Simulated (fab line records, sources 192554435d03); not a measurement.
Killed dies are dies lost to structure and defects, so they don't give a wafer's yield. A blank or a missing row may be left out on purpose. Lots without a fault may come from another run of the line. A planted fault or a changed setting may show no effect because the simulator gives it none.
Split-lot experiment | flow n5_finfet | 7 lots, 21 wafers read, on a route of 1938 steps

THE SPLIT
At N5_BEOL_M14_SPUTTER_44 (material Ta, target thk 15 nm, time 24.19 s), the setting power_w was moved away from the recipe's 15000 W on 5 of the 21 wafers read, by -14.6% to +11.4%. The other wafers ran this setting at the recipe's value.

The reading is taken at the split's own step.

THE READING
Ta_of_BEOL_M14_SPUTTER_44.thk_nm (the simulator's own value, which no gauge read), in nm, at N5_BEOL_M14_SPUTTER_44 (material Ta, target thk 15 nm, time 24.19 s). The file gives no usual value for it. The 16 wafers here that ran the recipe average 15.1 nm, standard deviation 0.17 nm.

wafer  | tool, chamber at the split | power_w as run, W | against the recipe | Ta_of_BEOL_M14_SPUTTER_44.thk_nm, nm | against lot-mates on the recipe
L079.1 | pvd_sputter-03, -          | 16170             | +7.8%              | 16                                   | +1.0
L079.5 | pvd_sputter-03, -          | 16170             | +7.8%              | 16.4                                 | +1.4
L079.6 | pvd_sputter-03, -          | 15000             | recipe             | 15                                   | -
L084.4 | pvd_sputter-02, -          | 15000             | recipe             | 15.2                                 | -
L084.6 | pvd_sputter-02, -          | 15000             | recipe             | 15.2                                 | -
L084.5 | pvd_sputter-02, -          | 15000             | recipe             | 15                                   | -
L089.1 | pvd_sputter-01, -          | 15000             | recipe             | 15.2                                 | -
L089.3 | pvd_sputter-01, -          | 15000             | recipe             | 15                                   | -
L089.6 | pvd_sputter-01, -          | 15000             | recipe             | 15                                   | -
L087.2 | pvd_sputter-03, -          | 15000             | recipe             | 15                                   | -
L087.4 | pvd_sputter-03, -          | 15000             | recipe             | 15                                   | -
L087.5 | pvd_sputter-03, -          | 12810             | -14.6%             | 13                                   | -2.0
L091.3 | pvd_sputter-02, -          | 15000             | recipe             | 15                                   | -
L091.4 | pvd_sputter-02, -          | 16710             | +11.4%             | 16.8                                 | +1.8
L091.6 | pvd_sputter-02, -          | 16710             | +11.4%             | 16.6                                 | +1.6
L093.3 | pvd_sputter-01, -          | 15000             | recipe             | 15.2                                 | -
L093.6 | pvd_sputter-01, -          | 15000             | recipe             | 15.2                                 | -
L093.5 | pvd_sputter-01, -          | 15000             | recipe             | 15.4                                 | -
L092.2 | pvd_sputter-01, -          | 15000             | recipe             | 14.8                                 | -
L092.4 | pvd_sputter-01, -          | 15000             | recipe             | 14.8                                 | -
L092.6 | pvd_sputter-01, -          | 15000             | recipe             | 14.8                                 | -

THE FIT
A straight line over all 21 wafers: Ta_of_BEOL_M14_SPUTTER_44.thk_nm changes by +0.143 nm for each +1% of power_w; r = +0.98; the points scatter about the line by 0.17 nm.
The same after taking each lot's own level away (the mean of its wafers on the recipe; 21 wafers): +0.145 nm for each +1%; r = +0.99; scatter 0.1 nm.
On that fit, the largest move of power_w shifts the reading by 2.1 nm.
The lots' own levels span 14.80 to 15.27 nm, that is 2.8 times the standard deviation above.
So the lot-to-lot level changes the slope little: the two slopes agree.
Check: with one of the wafers moved furthest among these (-14.6%) left out of the fit, the line predicts -2.2 nm for it against its lot-mates. It came out at -2 nm against them.

OTHER SPLITS ON THESE WAFERS
These wafers also went through other splits before the reading. Each is held against what the fit with the lots' levels taken away leaves over:
other split on the same wafers    | wafers away from the commonest value | r with Ta_of_BEOL_M14_SPUTTER_44.thk_nm (lot level and that fit taken away)
N5_BEOL_M11_ILD_DEP_00 time_s     | 10                                   | +0.00
N5_BEOL_M11_COAT_59 spin_rpm      | 6                                    | -0.12
N5_BEOL_M12_EXPOSE_07 dose_mj     | 7                                    | +0.47
N5_BEOL_M12_CMP_49 down_force_psi | 4                                    | -0.22
N5_BEOL_M13_EXPOSE_07 dose_mj     | 8                                    | -0.27

THE FILE'S OWN FIT
Ta_of_BEOL_M14_SPUTTER_44.thk_nm changes by +0.143 nm for each +1% of power_w, r = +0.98.
